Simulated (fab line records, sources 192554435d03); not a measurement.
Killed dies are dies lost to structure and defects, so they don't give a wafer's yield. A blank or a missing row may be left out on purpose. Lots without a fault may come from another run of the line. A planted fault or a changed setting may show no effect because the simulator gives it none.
Which tool did it? | flow n5_finfet | 24 lots, 72 wafers sampled, at 6 steps of a route of 1938

WHAT THE GAUGES READ, wafer by wafer
N5_FIN_SAQP_CD_MEAS_31: target cd 8 nm.
lot  | measured    | on        | cd_nm (nm)
L074 | day 2 02:00 | cd_sem-02 | 8.39 8.09 8.41
L075 | day 2 07:34 | cd_sem-02 | 8.05 8.20 8.37
L076 | day 2 13:38 | cd_sem-03 | 8.60 8.10 8.07
L077 | day 2 19:52 | cd_sem-03 | 8.00 7.97 8.30
L078 | day 3 01:32 | cd_sem-03 | 8.25 7.86 8.30
L079 | day 3 09:05 | cd_sem-03 | 8.40 8.09 8.37
L080 | day 3 13:48 | cd_sem-02 | 7.99 7.88 8.13
L081 | day 3 20:33 | cd_sem-03 | 8.28 8.08 7.88
L082 | day 4 01:55 | cd_sem-01 | 8.27 8.06 7.98
L083 | day 4 07:23 | cd_sem-03 | 8.21 8.10 7.93
L084 | day 4 14:38 | cd_sem-01 | 8.09 8.21 8.10
L085 | day 4 19:43 | cd_sem-03 | 8.18 8.51 8.05
L086 | day 5 04:22 | cd_sem-02 | 8.16 8.37 8.19
L087 | day 5 11:44 | cd_sem-03 | 8.12 7.75 8.29
L088 | day 5 13:23 | cd_sem-02 | 8.12 8.34 8.38
L089 | day 5 20:35 | cd_sem-03 | 7.87 7.98 8.06
L090 | day 6 02:40 | cd_sem-02 | 8.13 8.15 7.97
L091 | day 6 07:26 | cd_sem-01 | 8.02 8.11 7.88
L092 | day 6 13:07 | cd_sem-03 | 8.58 8.35 8.18
L093 | day 6 20:16 | cd_sem-01 | 8.15 8.06 7.99
L094 | day 7 01:09 | cd_sem-01 | 8.03 7.99 7.95
L095 | day 7 07:35 | cd_sem-03 | 8.06 7.95 8.08
L096 | day 7 13:07 | cd_sem-01 | 8.27 8.13 8.25
L097 | day 7 20:13 | cd_sem-03 | 7.90 8.08 8.30

WHICH TOOL RAN EACH LOT (tool, then ch and the chambers of the sampled wafers, then the start)
lot  | N5_PMOS_HMC_CHANNEL_EPI_CMP_21 | N5_FIN_SAQP_PECVD_48           | N5_FIN_SAQP_ETCH_65             | N5_FIN_SAQP_RECESS_71             | N5_FIN_SAQP_SPACER2_ALD_28
L074 | cmp-03 ch 1,3, day 1 19:46     | pecvd-04 ch 0,1, day 1 21:32   | rie_si-05 ch 1,3, day 2 00:36   | vapor_etch-01 ch 0, day 2 01:19   | ald_sin-04 ch 0,1,2, day 2 01:28
L075 | cmp-01 ch 1,2,3, day 2 01:28   | pecvd-04 ch 0,2, day 2 03:03   | rie_si-04 ch 0,1,3, day 2 06:00 | vapor_etch-01 ch 0,1, day 2 06:54 | ald_sin-04 ch 0,1,2, day 2 07:03
L076 | cmp-01 ch 0,3, day 2 07:50     | pecvd-01 ch 0,1, day 2 09:17   | rie_si-05 ch 0,1,3, day 2 12:09 | vapor_etch-01 ch 0,1, day 2 12:58 | ald_sin-04 ch 0,1,2, day 2 13:07
L077 | cmp-03 ch 0,2,3, day 2 13:55   | pecvd-01 ch 0,2, day 2 15:32   | rie_si-06 ch 0,1,3, day 2 18:28 | vapor_etch-01 ch 0,1, day 2 19:11 | ald_sin-01 ch 0,1,3, day 2 19:20
L078 | cmp-01 ch 0,2,3, day 2 19:40   | pecvd-01 ch 0,1, day 2 21:15   | rie_si-06 ch 0,1,3, day 3 00:07 | vapor_etch-01 ch 0,1, day 3 00:52 | ald_sin-01 ch 0,1,3, day 3 01:00
L079 | cmp-01 ch 0,1,3, day 3 02:07   | pecvd-04 ch 0,1,2, day 3 03:39 | rie_si-06 ch 0,1,2, day 3 07:43 | vapor_etch-01 ch 0,1, day 3 08:26 | ald_sin-01 ch 1,2,3, day 3 08:34
L080 | cmp-03 ch 0,2,3, day 3 07:53   | pecvd-04 ch 1,2, day 3 09:17   | rie_si-06 ch 1,3, day 3 12:05   | vapor_etch-02 ch 0,1, day 3 12:58 | ald_sin-02 ch 0,2,3, day 3 13:06
L081 | cmp-03 ch 0,1, day 3 13:09     | pecvd-01 ch 0,1,2, day 3 15:32 | rie_si-06 ch 0,3, day 3 18:25   | vapor_etch-02 ch 0,1, day 3 19:08 | ald_sin-04 ch 0,1,2, day 3 20:02
L082 | cmp-02 ch 0,1,2, day 3 20:07   | pecvd-04 ch 0,2, day 3 21:32   | rie_si-06 ch 1,3, day 4 00:28   | vapor_etch-01 ch 0,1, day 4 01:11 | ald_sin-02 ch 2,3, day 4 01:19
L083 | cmp-01 ch 0,3, day 4 01:08     | pecvd-04 ch 0,2, day 4 02:38   | rie_si-04 ch 1,3, day 4 05:53   | vapor_etch-02 ch 0,1, day 4 06:44 | ald_sin-04 ch 0,2, day 4 06:52
L084 | cmp-01 ch 2,3, day 4 07:17     | pecvd-04 ch 0,1,2, day 4 08:46 | rie_si-04 ch 0,2,3, day 4 13:04 | vapor_etch-02 ch 0,1, day 4 13:47 | ald_sin-04 ch 0,1,2, day 4 13:56
L085 | cmp-03 ch 0,1,3, day 4 13:11   | pecvd-02 ch 0,1,2, day 4 14:50 | rie_si-05 ch 0,1,2, day 4 18:19 | vapor_etch-02 ch 0,1, day 4 19:02 | ald_sin-04 ch 1,2,3, day 4 19:11
L086 | cmp-02 ch 1,2,3, day 4 19:07   | pecvd-02 ch 0,1,2, day 4 20:31 | rie_si-05 ch 0,2,3, day 5 00:17 | vapor_etch-01 ch 0,1, day 5 01:03 | ald_sin-04 ch 1,2, day 5 03:50
L087 | cmp-01 ch 1,3, day 5 01:11     | pecvd-02 ch 0,2, day 5 06:20   | rie_si-05 ch 0,1,3, day 5 10:08 | vapor_etch-02 ch 0,1, day 5 11:03 | ald_sin-02 ch 1,2, day 5 11:09
L088 | cmp-02 ch 0,3, day 5 07:13     | pecvd-01 ch 0,1,2, day 5 08:40 | rie_si-05 ch 0,2, day 5 11:42   | vapor_etch-02 ch 0,1, day 5 12:28 | ald_sin-04 ch 1,2, day 5 12:50
L089 | cmp-01 ch 1,2,3, day 5 13:33   | pecvd-01 ch 1,2, day 5 14:59   | rie_si-05 ch 1,2, day 5 18:34   | vapor_etch-01 ch 0,1, day 5 19:19 | ald_sin-04 ch 1,2, day 5 19:57
L090 | cmp-02 ch 0,1,2, day 5 19:44   | pecvd-02 ch 0,2, day 5 21:56   | rie_si-05 ch 0,1,2, day 6 01:13 | vapor_etch-02 ch 0,1, day 6 01:59 | ald_sin-02 ch 0,1,3, day 6 02:05
L091 | cmp-03 ch 1,2,3, day 6 01:22   | pecvd-04 ch 0,2, day 6 02:58   | rie_si-06 ch 0,1,2, day 6 06:02 | vapor_etch-02 ch 0,1, day 6 06:46 | ald_sin-02 ch 0,3, day 6 06:54
L092 | cmp-01 ch 0,1,3, day 6 07:19   | pecvd-04 ch 0,1,2, day 6 08:56 | rie_si-05 ch 1,3, day 6 11:41   | vapor_etch-01 ch 0,1, day 6 12:27 | ald_sin-04 ch 0,2, day 6 12:36
L093 | cmp-03 ch 0,2,3, day 6 14:09   | pecvd-01 ch 0,1,2, day 6 15:41 | rie_si-04 ch 1,2, day 6 18:50   | vapor_etch-01 ch 0,1, day 6 19:33 | ald_sin-02 ch 0,1,2, day 6 19:41
L094 | cmp-03 ch 0,2,3, day 6 19:19   | pecvd-02 ch 0,2, day 6 20:49   | rie_si-04 ch 1,2,3, day 6 23:37 | vapor_etch-02 ch 0,1, day 7 00:24 | ald_sin-04 ch 2,3, day 7 00:32
L095 | cmp-02 ch 0,2,3, day 7 01:21   | pecvd-01 ch 0,1,2, day 7 02:57 | rie_si-04 ch 0,2,3, day 7 05:58 | vapor_etch-01 ch 0,1, day 7 06:55 | ald_sin-01 ch 0,2, day 7 07:04
L096 | cmp-02 ch 0,1,2, day 7 07:22   | pecvd-04 ch 0,1,2, day 7 08:46 | rie_si-04 ch 0,2,3, day 7 11:43 | vapor_etch-01 ch 0,1, day 7 12:26 | ald_sin-04 ch 1,2, day 7 12:35
L097 | cmp-03 ch 1,3, day 7 13:37     | pecvd-04 ch 1,2, day 7 15:53   | rie_si-04 ch 0,1,2, day 7 18:43 | vapor_etch-02 ch 0, day 7 19:27   | ald_sin-02 ch 2,3, day 7 19:41
- N5_PMOS_HMC_CHANNEL_EPI_CMP_21: polishes SiGe30, target thk 54 nm.
- N5_FIN_SAQP_PECVD_48: deposits SiNx from SiH4/NH3/N2, target thk 25 nm, time 22.1 s.
- N5_FIN_SAQP_ETCH_65: etches SiO2 in CF4, target depth 4 nm, time 4.4 s.
- N5_FIN_SAQP_RECESS_71: chemistry HF/NH3, target SiO2, target depth 3 nm, afs cycles 1, sublimation time 60 s.
- N5_FIN_SAQP_SPACER2_ALD_28: deposits SiO2, target thk 8.1 nm, pulse time 1 s, purge time 2 s.

WHAT THE TOOLS THEMSELVES READ (means of the sampled wafers that have a number; where no wafer has one, the mark that the record gives instead)
N5_PMOS_HMC_CHANNEL_EPI_CMP_21.
lot  | tool   | motor_current_A (A)
L074 | cmp-03 | 14.0
L075 | cmp-01 | 11.4
L076 | cmp-01 | 11.5
L077 | cmp-03 | 13.3
L078 | cmp-01 | 11.8
L079 | cmp-01 | 11.5
L080 | cmp-03 | 13.2
L081 | cmp-03 | 13.5
L082 | cmp-02 | 12.5
L083 | cmp-01 | 11.4
L084 | cmp-01 | 11.6
L085 | cmp-03 | 13.1
L086 | cmp-02 | 12.0
L087 | cmp-01 | 11.8
L088 | cmp-02 | 11.0
L089 | cmp-01 | 11.6
L090 | cmp-02 | 12.3
L091 | cmp-03 | 14.4
L092 | cmp-01 | 11.3
L093 | cmp-03 | 12.8
L094 | cmp-03 | 13.5
L095 | cmp-02 | 12.1
L096 | cmp-02 | 12.4
L097 | cmp-03 | 14.0

N5_FIN_SAQP_PECVD_48.
lot  | tool     | heater_power_w (W) | showerhead_plenum_p_Torr (Torr) | throttle_valve_pct (%)
L074 | pecvd-04 | 654                | 5.18                            | 39.9
L075 | pecvd-04 | 744                | 5.05                            | 40.6
L076 | pecvd-01 | 772                | 5.11                            | 40.0
L077 | pecvd-01 | 788                | 5.12                            | 41.3
L078 | pecvd-01 | 803                | 5.09                            | 40.0
L079 | pecvd-04 | 672                | 5.12                            | 40.1
L080 | pecvd-04 | 633                | 5.12                            | 40.1
L081 | pecvd-01 | 771                | 5.13                            | 40.1
L082 | pecvd-04 | 738                | 5.05                            | 40.7
L083 | pecvd-04 | 700                | 5.05                            | 40.6
L084 | pecvd-04 | 662                | 5.12                            | 40.2
L085 | pecvd-02 | 777                | 5.19                            | 40.3
L086 | pecvd-02 | 806                | 5.19                            | 40.3
L087 | pecvd-02 | 855                | 5.24                            | 39.7
L088 | pecvd-01 | 797                | 5.12                            | 40.1
L089 | pecvd-01 | 802                | 5.15                            | 39.3
L090 | pecvd-02 | 849                | 5.25                            | 39.8
L091 | pecvd-04 | 732                | 5.05                            | 40.8
L092 | pecvd-04 | 649                | 5.12                            | 40.2
L093 | pecvd-01 | 791                | 5.12                            | 40.2
L094 | pecvd-02 | 766                | 5.24                            | 39.7
L095 | pecvd-01 | 770                | 5.12                            | 40.2
L096 | pecvd-04 | 686                | 5.12                            | 40.4
L097 | pecvd-04 | 721                | 5.13                            | 40.5

N5_FIN_SAQP_ETCH_65.
lot  | tool      | chamber_pressure_mTorr (mTorr) | drypump_motor_current_A (A) | oes_product_au (a.u.) | throttle_valve_pct (%)
L074 | rie_si-05 | 9.996                          | 6.1                         | 0.986                 | 21.75
L075 | rie_si-04 | 9.999                          | 5.7                         | 0.985                 | 21.74
L076 | rie_si-05 | 10.004                         | 6.2                         | 0.999                 | 21.63
L077 | rie_si-06 | 10.003                         | 5.2                         | 1.006                 | 21.76
L078 | rie_si-06 | 10.000                         | 5.2                         | 1.002                 | 21.75
L079 | rie_si-06 | 9.999                          | 5.1                         | 1.012                 | 21.76
L080 | rie_si-06 | 10.005                         | 5.2                         | 0.995                 | 21.68
L081 | rie_si-06 | 10.004                         | 5.4                         | 1.000                 | 21.86
L082 | rie_si-06 | 10.000                         | 5.2                         | 0.998                 | 21.68
L083 | rie_si-04 | 9.999                          | 5.5                         | 0.994                 | 21.64
L084 | rie_si-04 | 9.997                          | 5.7                         | 0.964                 | 21.80
L085 | rie_si-05 | 10.004                         | 6.1                         | 0.981                 | 21.65
L086 | rie_si-05 | 9.999                          | 6.0                         | 0.991                 | 21.72
L087 | rie_si-05 | 10.001                         | 6.2                         | 0.994                 | 21.63
L088 | rie_si-05 | 9.992                          | 5.9                         | 0.970                 | 21.74
L089 | rie_si-05 | 10.003                         | 5.9                         | 0.972                 | 21.78
L090 | rie_si-05 | 10.005                         | 6.1                         | 0.997                 | 21.65
L091 | rie_si-06 | 10.004                         | 5.1                         | 1.007                 | 21.62
L092 | rie_si-05 | 10.002                         | 6.1                         | 0.984                 | 21.74
L093 | rie_si-04 | 9.995                          | 5.7                         | 0.968                 | 21.83
L094 | rie_si-04 | 10.001                         | 5.6                         | 0.982                 | 21.73
L095 | rie_si-04 | 10.004                         | 5.8                         | 0.966                 | 21.81
L096 | rie_si-04 | 10.004                         | 5.8                         | 0.975                 | 21.82
L097 | rie_si-04 | 9.990                          | 5.8                         | 0.971                 | 21.84

N5_FIN_SAQP_RECESS_71.
lot  | tool          | drypump_motor_current_A (A)
L074 | vapor_etch-01 | 5.18
L075 | vapor_etch-01 | 5.52
L076 | vapor_etch-01 | 5.34
L077 | vapor_etch-01 | 5.35
L078 | vapor_etch-01 | 5.51
L079 | vapor_etch-01 | 5.35
L080 | vapor_etch-02 | 5.43
L081 | vapor_etch-02 | 5.37
L082 | vapor_etch-01 | 5.51
L083 | vapor_etch-02 | 5.37
L084 | vapor_etch-02 | 5.44
L085 | vapor_etch-02 | 5.36
L086 | vapor_etch-01 | 5.52
L087 | vapor_etch-02 | 5.41
L088 | vapor_etch-02 | 5.45
L089 | vapor_etch-01 | 5.52
L090 | vapor_etch-02 | 5.35
L091 | vapor_etch-02 | 5.37
L092 | vapor_etch-01 | 5.34
L093 | vapor_etch-01 | 5.34
L094 | vapor_etch-02 | 5.37
L095 | vapor_etch-01 | 5.33
L096 | vapor_etch-01 | 5.51
L097 | vapor_etch-02 | 5.52

N5_FIN_SAQP_SPACER2_ALD_28.
lot  | tool       | heater_power_w (W) | precursor_pulse_height_rel
L074 | ald_sin-04 | 515                | 1.004
L075 | ald_sin-04 | 497                | 0.990
L076 | ald_sin-04 | 507                | 0.995
L077 | ald_sin-01 | 496                | 0.985
L078 | ald_sin-01 | 498                | 1.001
L079 | ald_sin-01 | 468                | 0.996
L080 | ald_sin-02 | 509                | 0.991
L081 | ald_sin-04 | 507                | 0.978
L082 | ald_sin-02 | 490                | 0.983
L083 | ald_sin-04 | 522                | 0.999
L084 | ald_sin-04 | 502                | 1.001
L085 | ald_sin-04 | 497                | 1.023
L086 | ald_sin-04 | 520                | 1.008
L087 | ald_sin-02 | 471                | 1.028
L088 | ald_sin-04 | 524                | 0.992
L089 | ald_sin-04 | 516                | 0.994
L090 | ald_sin-02 | 509                | 1.012
L091 | ald_sin-02 | 511                | 1.002
L092 | ald_sin-04 | 515                | 1.001
L093 | ald_sin-02 | 512                | 0.988
L094 | ald_sin-04 | 511                | 0.997
L095 | ald_sin-01 | 438                | 1.008
L096 | ald_sin-04 | 530                | 1.019
L097 | ald_sin-02 | 484                | 1.006

THE ANSWER, worked out from the rows above alone
Rule: what is usual is taken from the lots themselves. Put in order of their means at a reading, lots are off if they are a third of the lots or fewer, leave a main group of 4 or more, and stand apart from it by a gap of 3 or more times the standard deviation of the main group's means; of several such gaps the widest counts. A main group whose means are all the same, to the digits that the tables above print for the reading, isn't used. A lot without any number at a reading at which 4 lots or more have one is off too. The other lots that the step has rows for count as sound. The gauges are gone through in route order, then the tools' own readings, and for those a lot's mean is taken as printed above. The first step at which some lot is off is used, and at that step the reading that is off furthest; a lot without a number counts as furthest.
No lot is off at any reading shown: from this, nothing can be told.

WHAT THE SIMULATOR HAD PUT IN
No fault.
